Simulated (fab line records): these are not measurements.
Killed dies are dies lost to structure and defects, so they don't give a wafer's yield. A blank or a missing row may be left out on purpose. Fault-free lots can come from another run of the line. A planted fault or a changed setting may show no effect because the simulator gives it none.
Which tool was responsible? -- flow n5-finfet -- Sampling: 12 lots, 35 wafers, 5 of 1938 route steps

== WHAT THE GAUGES SHOWED, per wafer ==
No reading from a measuring or inspecting step in the record can be judged against a usual standard deviation.

== TOOL THAT RAN EACH LOT (tool first, then ch and the chambers of the sampled wafers, then the start) ==
lot,N5_GATE_CUT_ETCH_37,N5_PASSIVATION_PRE_CLEAN_19,N5_PASSIVATION_SPUTTER_20,N5_PASSIVATION_ETCH_59,N5_PASSIVATION_PROBE_49
L221,"rie-diel-06 ch 1,3, day 4 20:14","pvd-sputter-02, day 12 01:16","pvd-sputter-02, day 12 01:18","rie-metal-02 ch 0,1, day 12 02:36",-
L222,"rie-diel-02 ch 0,2, day 5 03:45","pvd-sputter-01, day 12 07:56","pvd-sputter-01, day 12 07:58","rie-metal-01 ch 0,1, day 12 09:08",-
L225,"rie-diel-04 ch 0,1,3, day 5 17:13","pvd-sputter-01, day 12 20:31","pvd-sputter-01, day 12 20:33","rie-metal-03 ch 0,1, day 12 21:43",-
L226,"rie-diel-04 ch 2,3, day 6 02:09","pvd-sputter-03, day 13 11:39","pvd-sputter-03, day 13 11:41","rie-metal-01 ch 0,1, day 13 12:59",-
L227,"rie-diel-04 ch 0,1,3, day 6 08:09","pvd-sputter-01, day 13 08:44","pvd-sputter-01, day 13 08:47","rie-metal-01 ch 0,1, day 13 10:03","prober-02, day 13 14:55"
L229,"rie-diel-04 ch 0,1, day 6 18:05","pvd-sputter-03, day 14 00:59","pvd-sputter-03, day 14 01:01","rie-metal-03 ch 0,1, day 14 02:21","prober-01, day 14 07:01"
L230,"rie-diel-04 ch 0,1,2, day 7 00:58","pvd-sputter-01, day 14 07:02","pvd-sputter-01, day 14 07:05","rie-metal-01 ch 0,1, day 14 08:31",-
L231,"rie-diel-02 ch 0,3, day 7 05:53","pvd-sputter-02, day 13 23:20","pvd-sputter-02, day 13 23:23","rie-metal-01 ch 0, day 14 00:42",-
L232,"rie-diel-04 ch 1,2, day 7 16:28","pvd-sputter-02, day 15 03:50","pvd-sputter-02, day 15 03:53","rie-metal-02 ch 0,1, day 15 05:02",-
L234,"rie-diel-02 ch 0,2,3, day 8 02:01","pvd-sputter-02, day 15 21:05","pvd-sputter-02, day 15 21:08","rie-metal-01 ch 0,1, day 15 22:24",-
L239,"rie-diel-04 ch 0,1,3, day 9 12:58","pvd-sputter-01, day 18 07:14","pvd-sputter-01, day 18 07:17","rie-metal-01 ch 0,1, day 18 08:33","prober-02, day 18 13:11"
L240,"rie-diel-04 ch 0,1,3, day 9 14:28","pvd-sputter-02, day 18 17:49","pvd-sputter-02, day 18 17:51","rie-metal-02 ch 0,1, day 18 19:00","prober-01, day 18 23:35"
- N5_GATE_CUT_ETCH_37: etches SOC in N2/H2, target depth 60 nm, overetch 12 nm, time 90 s.
- N5_PASSIVATION_PRE_CLEAN_19
- N5_PASSIVATION_SPUTTER_20: material TaN, target thk 50 nm.
- N5_PASSIVATION_ETCH_59: etches TaN in Cl2/BCl3, target depth 65 nm, time 34.9 s.
- N5_PASSIVATION_PROBE_49

== WHAT THE TOOLS THEMSELVES READ (means of the sampled wafers that have a number; where no wafer has one, the mark that the record gives instead) ==
N5_GATE_CUT_ETCH_37. Usual: drypump-motor-current-A 5.5 A, standard deviation 0.48; oes-product-au 0.71 a.u., standard deviation 0.052; rf-vpp-V 524.5 V, standard deviation 1.8; showerhead-plenum-p-Torr 2.57 Torr, standard deviation 0.063; throttle-valve-pct 17.86 %, standard deviation 0.17.
lot,tool,drypump-motor-current-A (A),oes-product-au (a.u.),rf-vpp-V (V),showerhead-plenum-p-Torr (Torr),throttle-valve-pct (%),flag
L221,rie-diel-06,5.8,0.67,525.7,2.61,18.04,
L222,rie-diel-02,5.7,0.65,524.5,2.56,18.15,
L225,rie-diel-04,5.5,0.73,525.7,2.61,17.71,
L226,rie-diel-04,5.1,0.78,523.4,2.50,17.79,
L227,rie-diel-04,5.5,0.73,525.6,2.60,17.72,
L229,rie-diel-04,5.4,0.71,525.2,2.59,17.72,
L230,rie-diel-04,5.4,0.73,524.6,2.56,17.79,
L231,rie-diel-02,5.2,0.66,524.6,2.60,18.01,
L232,rie-diel-04,5.8,0.71,524.8,2.59,17.85,
L234,rie-diel-02,5.6,0.72,525.0,2.60,17.89,
L239,rie-diel-04,5.5,0.70,525.3,2.59,17.76,
L240,rie-diel-04,5.5,0.70,525.4,2.59,17.75,

N5_PASSIVATION_PRE_CLEAN_19. Usual: 459 W for heater-power-w, sd 34.
lot,tool,heater-power-w (W),flag
L221,pvd-sputter-02,462,
L222,pvd-sputter-01,446,
L225,pvd-sputter-01,441,
L226,pvd-sputter-03,447,
L227,pvd-sputter-01,445,
L229,pvd-sputter-03,473,
L230,pvd-sputter-01,442,
L231,pvd-sputter-02,432,
L232,pvd-sputter-02,465,
L234,pvd-sputter-02,448,
L239,pvd-sputter-01,455,
L240,pvd-sputter-02,483,

N5_PASSIVATION_SPUTTER_20. Usual: 30.7 % for throttle-valve-pct, sd 1.2.
lot,tool,throttle-valve-pct (%),flag
L221,pvd-sputter-02,30.2,
L222,pvd-sputter-01,31.6,
L225,pvd-sputter-01,31.7,
L226,pvd-sputter-03,29.3,
L227,pvd-sputter-01,31.7,
L229,pvd-sputter-03,28.4,
L230,pvd-sputter-01,31.5,
L231,pvd-sputter-02,30.9,
L232,pvd-sputter-02,30.8,
L234,pvd-sputter-02,31.2,
L239,pvd-sputter-01,31.6,
L240,pvd-sputter-02,29.9,

N5_PASSIVATION_ETCH_59. Usual: drypump-motor-current-A 6.03 A, standard deviation 0.25; oes-product-au 0.81 a.u., standard deviation 0.087; throttle-valve-pct 21.01 %, standard deviation 0.18.
lot,tool,drypump-motor-current-A (A),oes-product-au (a.u.),throttle-valve-pct (%),flag
L221,rie-metal-02,6.04,0.73,20.98,
L222,rie-metal-01,6.24,0.77,20.97,
L225,rie-metal-03,5.89,0.84,21.14,
L226,rie-metal-01,6.23,0.76,20.98,
L227,rie-metal-01,6.09,0.82,21.04,
L229,rie-metal-03,5.91,0.85,21.02,
L230,rie-metal-01,6.23,0.75,21.01,
L231,rie-metal-01,5.93,0.86,21.12,
L232,rie-metal-02,6.06,0.71,21.00,
L234,rie-metal-01,6.11,0.80,21.06,
L239,rie-metal-01,6.27,0.73,21.01,
L240,rie-metal-02,5.84,0.86,20.87,

N5_PASSIVATION_PROBE_49. Usual: killed_at_M0_to_M3 33, standard deviation 9.9; killed_at_M4_up 14, standard deviation 6.4; killed-at-contacts 12, standard deviation 7; killed-at-front-end 41, standard deviation 13; killed-at-other 3.1, standard deviation 2.9; killed-dies 103, standard deviation 20; killed-open 67, standard deviation 14; killed-short 34, standard deviation 9.4.
lot,tool,killed_at_M0_to_M3,killed_at_M4_up,killed-at-contacts,killed-at-front-end,killed-at-other,killed-dies,killed-open,killed-short,flag
L227,prober-02,32,11,8,41,1.3,93,57,36,
L229,prober-01,25,15,6,47,2.0,95,64,30,
L239,prober-02,33,15,4,82,2.3,137,55,30,OFF
L240,prober-01,24,15,9,87,2.3,137,62,24,OFF

== THE ANSWER, worked out from the rows above alone ==
Rule: a lot counts as off when the mean over its wafers that have a number is more than 3 standard deviations away from the usual mean. A lot without any number at a reading at which 4 lots or more have one is off too. Where the step has rows for the other lots, those lots are counted as sound. The gauges are gone through in route order, then the tools' own readings, and for those a lot's mean is taken as printed above. The first step at which some lot is off is used, and at that step the reading that is off furthest; a lot without a number counts as furthest.
Off at N5_PASSIVATION_PROBE_49 (killed-at-front-end): L239, L240. Neither off nor sound, because the step has no rows for them: L221, L222, L225, L226, L230, L231, L232, L234.
If a tool, at that step or one of the process steps before it, ran each lot that is off and ran no sound lot following the first of them, it fits. One candidate fits, namely rie-diel-04 at N5_GATE_CUT_ETCH_37. A fault onset in the window from L229 (day 6 18:05, its last sound lot) to L239 (day 9 12:58, its first lot off) fits.
The tool's own readings at N5_GATE_CUT_ETCH_37 bear it out: on the lots that are off they differ by more than 5 times the standard deviation of the sound lots' means. throttle-valve-pct reads 17.76 % there against 17.72 % on the sound lots.

== WHAT THE SIMULATOR PUT IN ==
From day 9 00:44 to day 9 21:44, rie-diel-04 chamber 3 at N5_GATE_CUT_ETCH_37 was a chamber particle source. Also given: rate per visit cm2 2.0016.
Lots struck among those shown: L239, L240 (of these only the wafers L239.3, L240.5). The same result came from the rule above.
